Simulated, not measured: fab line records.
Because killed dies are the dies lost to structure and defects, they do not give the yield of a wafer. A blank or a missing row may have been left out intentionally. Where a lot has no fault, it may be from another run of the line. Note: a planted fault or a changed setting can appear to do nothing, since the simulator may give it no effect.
Matching of chambers :: flow nandHarc :: 4 sister chambers for NHARC_A_WL_FILL_ALD_02 on aldMetal-02
The step deposits TiN, target thk 2 nm, pulse time 3 s, ald cycles 100. 8 wafers are shown with their chamber, then 12 later ones without.

WAFERS WITH THEIR CHAMBER
wafer: L080.2
chamber: 0
heaterPowerW (W): 1019
precursorPulseHeightRel: 1.007

wafer: L088.1
chamber: 0
heaterPowerW (W): 1051
precursorPulseHeightRel: 0.987

wafer: L086.1
chamber: 2
heaterPowerW (W): 1025
precursorPulseHeightRel: 0.972

wafer: L086.4
chamber: 3
heaterPowerW (W): 1089
precursorPulseHeightRel: 0.980

wafer: L086.6
chamber: 2
heaterPowerW (W): 1016
precursorPulseHeightRel: 0.980

wafer: L086.2
chamber: 1
heaterPowerW (W): 1200
precursorPulseHeightRel: 0.992

wafer: L086.3
chamber: 3
heaterPowerW (W): 1085
precursorPulseHeightRel: 0.992

wafer: L086.5
chamber: 1
heaterPowerW (W): 1199
precursorPulseHeightRel: 1.009

WAFERS WHOSE CHAMBER IS MISSING
wafer: L089.1
heaterPowerW (W): 997
precursorPulseHeightRel: 1.013

wafer: L089.4
heaterPowerW (W): 1039
precursorPulseHeightRel: 1.023

wafer: L089.6
heaterPowerW (W): 1081
precursorPulseHeightRel: 1.040

wafer: L089.2
heaterPowerW (W): 1005
precursorPulseHeightRel: 0.987

wafer: L089.3
heaterPowerW (W): 1243
precursorPulseHeightRel: 1.006

wafer: L089.5
heaterPowerW (W): 1045
precursorPulseHeightRel: 0.991

wafer: L091.1
heaterPowerW (W): 1054
precursorPulseHeightRel: 0.992

wafer: L091.2
heaterPowerW (W): 1225
precursorPulseHeightRel: 0.999

wafer: L091.5
heaterPowerW (W): 1021
precursorPulseHeightRel: 1.000

wafer: L094.3
heaterPowerW (W): 1071
precursorPulseHeightRel: 0.998

wafer: L094.4
heaterPowerW (W): 1211
precursorPulseHeightRel: 0.976

wafer: L094.5
heaterPowerW (W): 1165
precursorPulseHeightRel: 0.988

WHICH CHAMBER EACH ONE RAN IN
wafer: L089.1
from the rows above: can't be placed: 0 or 2
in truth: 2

wafer: L089.4
from the rows above: 0
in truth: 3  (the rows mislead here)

wafer: L089.6
from the rows above: can't be placed: 3 or 0
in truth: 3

wafer: L089.2
from the rows above: can't be placed: 2 or 0
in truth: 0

wafer: L089.3
from the rows above: 1
in truth: 1

wafer: L089.5
from the rows above: can't be placed: 0 or 2
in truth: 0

wafer: L091.1
from the rows above: can't be placed: 0 or 3 or 2
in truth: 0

wafer: L091.2
from the rows above: 1
in truth: 1

wafer: L091.5
from the rows above: can't be placed: 0 or 2
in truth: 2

wafer: L094.3
from the rows above: can't be placed: 3 or 0
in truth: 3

wafer: L094.4
from the rows above: 1
in truth: 1

wafer: L094.5
from the rows above: 1
in truth: 1
Placed correctly: 4 of 12. Not placeable from these rows: 7 (in 7, the candidates include the true chamber). Number placed wrongly: 1.
How it was worked out, from the rows above alone: a wafer's distance from a chamber is the root of the sum, over the readings, of the square of ((its reading less the chamber's mean) divided by the reading's scatter). The wafer belongs to the nearest chamber; if the next one is less than 2 further off, it can't be placed. Each chamber's mean is taken over the wafers shown for it. The scatter: take each reading less its chamber's mean, square it, sum over the shown wafers, divide by the number of wafers less the number of chambers, and take the root.
